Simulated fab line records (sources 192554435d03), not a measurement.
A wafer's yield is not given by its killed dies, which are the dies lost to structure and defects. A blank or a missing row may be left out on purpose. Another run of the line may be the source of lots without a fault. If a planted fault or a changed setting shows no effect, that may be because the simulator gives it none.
fab line records | flow n5-finfet
[record] lots = 7 | wafers = 21
route steps=1938 shown BEOL_M15@1819 TV_OPEN@1888
start-h: the number of hours between the record's first day and the start of the first shown wafer of the lot | wait-h: hours from the lot's prior step to this one | " same as the row above | L1.1+2: one row covering several wafers at once | - no value present, or no start provided | * or withheld: withheld | < > ~ a bound
route shown NAME@n: NAME is a module with steps in the file, n the number in the route of the first one | usual: mean/standard deviation of fault-free wafers | same: alike in all rows | chamber/n: place in a boat | sites: per-site readings | _std_site: the values' standard deviation | _edge_site: mean of outer sites minus mean of inner sites | radius-mm: for every site, how far away it sits from the centre of the wafer | mask NAME#n: copy n | behind: the most recent tool/chamber to have shaped the wafer | hold: why the lot went on hold/how many hours it stayed there/how the hold came to an end | device: names the non-switching transistor (n, p or np) | end of line: the tests these same wafers got at the end of their route | a step given without rows: its recipe and nothing more | killed: count of dies lost to structure and defects at first sort (not the wafer's yield) | map: per-die view of a wafer (x killed, . not killed, _ where there is no die)
set.NAME: the setting the step ran with; set.NAME@STEP: the setting that earlier step ran with | model.NAME: the simulator's own value behind a step, which no gauge read
lots run with intentionally changed settings; tables by step, rows by wafer
[[steps]]
[step N5_BEOL_M15_SPUTTER_43]
[recipe] material = TaN | target-thk-a = 150 | temp-c = 50 | bias-v = 168.6 | power-w = 15000 | chamber-pressure-pa = 0.12 | time-s = 24.19
lot.wafer | tool           | chamber | start-h | wait-h | set.time-s | model.TaN_of_BEOL_M15_SPUTTER_43.thk-nm
L079.2    | pvd-sputter-02 | -       | 283.63  | 0.0    | 22.29      | 14
L079.5    | "              | -       | "       | "      | 24.19      | 14.8
L079.6    | "              | -       | "       | "      | 24.19      | 15
L078.1+3  | pvd-sputter-02 | -       | 285.87  | 0.0    | 24.19      | 15
L078.5    | "              | -       | "       | "      | 24.19      | 15.2
L083.1    | pvd-sputter-02 | -       | 308.42  | 0.0    | 24.19      | 14.8
L083.2+4  | "              | -       | "       | "      | 21.74      | 13.4
L081.3+4  | pvd-sputter-01 | -       | 315.21  | 0.0    | 24.19      | 15
L081.6    | "              | -       | "       | "      | 27.53      | 17.2
L086.2+6  | pvd-sputter-03 | -       | 349.83  | 0.0    | 24.19      | 14.8
L086.4    | "              | -       | "       | "      | 22.69      | 14.2
L089.2    | pvd-sputter-03 | -       | 354.36  | 0.0    | 24.19      | 15.2
L089.4+5  | "              | -       | "       | "      | 24.19      | 15
L091.1    | pvd-sputter-02 | -       | 368.23  | 0.0    | 20.87      | 12.8
L091.2    | "              | -       | "       | "      | 20.87      | 13.2
L091.4    | "              | -       | "       | "      | 24.19      | 15
[step N5_BEOL_M15_SPUTTER_44]
[recipe] material = Ta | target-thk-a = 150 | temp-c = 50 | bias-v = 80 | power-w = 15000 | chamber-pressure-pa = 0.07 | time-s = 24.19
[step N5_BEOL_M15_SPUTTER_45]
[recipe] material = Cu | target-thk-a = 1000 | temp-c = -20 | bias-v = 60 | power-w = 26000 | chamber-pressure-pa = 0.13 | time-s = 16.67
[step N5_BEOL_M15_ECD_47]
[recipe] material = Cu | target-thk-a = 18600
[step N5_BEOL_M15_ANNEAL_48]
[recipe] temp-c = 225 | time-s = 90 | ambient = N2
[step N5_BEOL_M15_CMP_49]
[recipe] stop-on = SiO2 | t-overpolish-s = 4.9 | down-force-psi = 2 | platen-rpm = 80 | clearing-platen-down-force-psi = 2 | clearing-platen-rpm = 80 | post-cmp-clean = cu-alkaline | target-thk-nm = 850 | clearing-platen-pad-velocity-m-s = 1.5917 | pad-velocity-m-s = 1.5917
lot.wafer | tool   | chamber | start-h | wait-h | set.time-s@BEOL_M15_TRENCH_ETCH_34 | model.Cu_of_BEOL_M15_ECD_47.thk-nm
L079.2    | cmp-01 | 0       | 284.49  | 0.2    | 199                                | 838.8
L079.6    | "      | 3       | "       | "      | 199                                | 832.8
L079.5    | "      | 0       | "       | "      | 157.4                              | 659.2
L078.3    | cmp-01 | 2       | 286.73  | 0.2    | 199                                | 860
L078.1    | "      | 3       | "       | "      | 174                                | 742.2
L078.5    | "      | 1       | "       | "      | 199                                | 857
L083.1    | cmp-02 | 2       | 309.26  | 0.3    | 199                                | 827.6
L083.4    | "      | 0       | "       | "      | 176.2                              | 743.4
L083.2    | "      | 1       | "       | "      | 199                                | 851
L081.3    | cmp-02 | 1       | 316.30  | 0.2    | 179.7                              | 766
L081.4    | "      | 0       | "       | "      | 199                                | 852.8
L081.6    | "      | 2       | "       | "      | 179.7                              | 768.4
L086.4    | cmp-04 | 1       | 350.72  | 0.2    | 217.3                              | 929.6
L086.2    | "      | 2       | "       | "      | 199                                | 860.2
L086.6    | "      | 3       | "       | "      | 217.3                              | 939.6
L089.4    | cmp-01 | 0       | 355.18  | 0.1    | 199                                | 855.6
L089.2    | "      | 3       | "       | "      | 199                                | 832.2
L089.5    | "      | 0       | "       | "      | 199                                | 833.4
L091.4    | cmp-02 | 0       | 369.18  | 0.1    | 199                                | 850.6
L091.2    | "      | 1       | "       | "      | 177.6                              | 763.4
L091.1    | "      | 2       | "       | "      | 199                                | 865
[step N5_BEOL_M15_THK_MEAS_50]
[recipe] thk-meas-gauge = xrf | reads = Cu_of_BEOL_M15_ECD_47
[usual] M15_THK = 827/14
lot.wafer | tool          | chamber | start-h | wait-h | set.time-s@BEOL_M15_TRENCH_ETCH_34 | M15_THK[nm]
L079.2    | film-metro-01 | -       | 284.75  | -      | 199                                | 822
L079.5    | "             | -       | "       | "      | 157.4                              | 645
L079.6    | "             | -       | "       | "      | 199                                | 819
L078.1    | film-metro-01 | -       | 286.98  | -      | 174                                | 729
L078.3    | "             | -       | "       | "      | 199                                | 832
L078.5    | "             | -       | "       | "      | 199                                | 836
L083.1    | film-metro-01 | -       | 309.56  | -      | 199                                | 807
L083.2    | "             | -       | "       | "      | 199                                | 833
L083.4    | "             | -       | "       | "      | 176.2                              | 726
L081.3    | film-metro-02 | -       | 316.59  | -      | 179.7                              | 744
L081.4    | "             | -       | "       | "      | 199                                | 826
L081.6    | "             | -       | "       | "      | 179.7                              | 743
L086.2    | film-metro-02 | -       | 350.94  | -      | 199                                | 843
L086.4    | "             | -       | "       | "      | 217.3                              | 915
L086.6    | "             | -       | "       | "      | 217.3                              | 923
L089.2    | film-metro-01 | -       | 355.47  | -      | 199                                | 809
L089.4    | "             | -       | "       | "      | 199                                | 830
L089.5    | "             | -       | "       | "      | 199                                | 810
L091.1    | film-metro-02 | -       | 369.48  | -      | 199                                | 845
L091.2    | "             | -       | "       | "      | 177.6                              | 746
L091.4    | "             | -       | "       | "      | 199                                | 827
[step N5_BEOL_M15_PRE_CLEAN_52]
[recipe] gas = NH3 | time-s = 15 | temp-c = withheld | rf-power-w = 300
[step N5_BEOL_M15_DEP_53]
[recipe] material = SiCN | target-thk-a = 500 | temp-c = withheld | precursor = 3MS/NH3 | pressure-torr = 3 | rf-w = 675 | time-s = 17.8
[step N5_BEOL_M15_RS_MEAS_54]
[recipe] thk-meas-gauge = four-point-probe | reads = Cu_of_BEOL_M15_ECD_47+Ta_of_BEOL_M15_SPUTTER_44+TaN_of_BEOL_M15_SPUTTER_43
[usual] M15_RS = 0.0217/0.00036
lot.wafer | tool          | chamber | start-h | wait-h | set.time-s@BEOL_M15_TRENCH_ETCH_34 | M15_RS[ohm/sq]
L079.2    | film-metro-02 | -       | 284.88  | 0.1    | 199                                | 0.0218
L079.5    | "             | -       | "       | "      | 157.4                              | 0.0279
L079.6    | "             | -       | "       | "      | 199                                | 0.0220
L078.1    | film-metro-02 | -       | 287.11  | 0.0    | 174                                | 0.0247
L078.3    | "             | -       | "       | "      | 199                                | 0.0213
L078.5    | "             | -       | "       | "      | 199                                | 0.0213
L083.1    | film-metro-02 | -       | 309.69  | 0.0    | 199                                | 0.0221
L083.2    | "             | -       | "       | "      | 199                                | 0.0215
L083.4    | "             | -       | "       | "      | 176.2                              | 0.0247
L081.3    | film-metro-01 | -       | 316.72  | 0.1    | 179.7                              | 0.0240
L081.4    | "             | -       | "       | "      | 199                                | 0.0215
L081.6    | "             | -       | "       | "      | 179.7                              | 0.0239
L086.2    | film-metro-02 | -       | 351.07  | 0.1    | 199                                | 0.0213
L086.4    | "             | -       | "       | "      | 217.3                              | 0.0196
L086.6    | "             | -       | "       | "      | 217.3                              | 0.0195
L089.2    | film-metro-01 | -       | 355.60  | 0.1    | 199                                | 0.0220
L089.4    | "             | -       | "       | "      | 199                                | 0.0214
L089.5    | "             | -       | "       | "      | 199                                | 0.0219
L091.1    | film-metro-01 | -       | 369.60  | 0.0    | 199                                | 0.0212
L091.2    | "             | -       | "       | "      | 177.6                              | 0.0240
L091.4    | "             | -       | "       | "      | 199                                | 0.0215
[step N5_PASSIVATION_VIA_ETCH_13]
[recipe] chemistry = CHF3/O2 | target = SiO2 | target-depth-a = 6600 | CHF3_flow_sccm = 50 | O2_flow_sccm = 5 | Ar_flow_sccm = 200 | time-s = 330 | mask-material = PR | pressure-mtorr = 30 | source-w = 650 | bias-w = 170 | ion-energy-ev = 200 | ends = cleared
[usual] etch-rf-on-time-s = 237/4.8 | rf-vpp-V = 525/5.1
lot.wafer | tool        | chamber | start-h | wait-h | set.source-w | etch-rf-on-time-s | rf-vpp-V
L079.2    | rie-diel-05 | 3       | 297.29  | 0.0    | 650          | 237               | 525
L079.5    | "           | 0       | "       | "      | 650          | 241               | 527
L079.6    | "           | 1       | "       | "      | 752.2        | 218               | 486
L078.1    | rie-diel-02 | 3       | 297.52  | 0.0    | 724.5        | 226               | 505
L078.3    | "           | 0       | "       | "      | 724.5        | 222               | 500
L078.5    | "           | 3       | "       | "      | 650          | 237               | 533
L083.1    | rie-diel-05 | 2       | 317.26  | 0.0    | 763.6        | 225               | 479
L083.2    | "           | 3       | "       | "      | 763.6        | 223               | 483
L083.4    | "           | 1       | "       | "      | 650          | 237               | 521
L081.3    | rie-diel-02 | 3       | 323.72  | 0.0    | 650          | 240               | 533
L081.4    | "           | 2       | "       | "      | 704.8        | 235               | 501
L081.6    | "           | 1       | "       | "      | 650          | 244               | 517
L086.2    | rie-diel-02 | 1       | 357.68  | 0.0    | 650          | 237               | 519
L086.4    | "           | 0       | "       | "      | 650          | 238               | 528
L086.6    | "           | 1       | "       | "      | 650          | 245               | 518
L089.2    | rie-diel-02 | 1       | 362.90  | 0.0    | 650          | 238               | 518
L089.4    | "           | 0       | "       | "      | 650          | 241               | 527
L089.5    | "           | 0       | "       | "      | 650          | 240               | 528
L091.1    | rie-diel-04 | 2       | 379.55  | 0.0    | 650          | 234               | 531
L091.2    | "           | 1       | "       | "      | 650          | 234               | 528
L091.4    | "           | 0       | "       | "      | 650          | 236               | 517
[[key]]
[split] step = N5_BEOL_M15_SPUTTER_43 | setting = time-s | stated = 24.19 | by = wafer
[response] step = N5_BEOL_M15_SPUTTER_43 | reading = model.TaN_of_BEOL_M15_SPUTTER_43.thk-nm | change = +0.142 | per = 1% | r = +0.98
[split] step = N5_PASSIVATION_VIA_ETCH_13 | setting = source-w | stated = 650 | by = wafer
[response] step = N5_PASSIVATION_VIA_ETCH_13 | reading = etch-rf-on-time-s | change = * | per = 1% | r = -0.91
[response] step = N5_PASSIVATION_VIA_ETCH_13 | reading = rf-vpp-V | change = -2.5 | per = 1% | r = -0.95
split outside-this-file step=N5_BEOL_M15_TRENCH_ETCH_34 setting=time-s
// split outside-this-file: this setting was split too, and the file shows its column; the key of that split is in another file
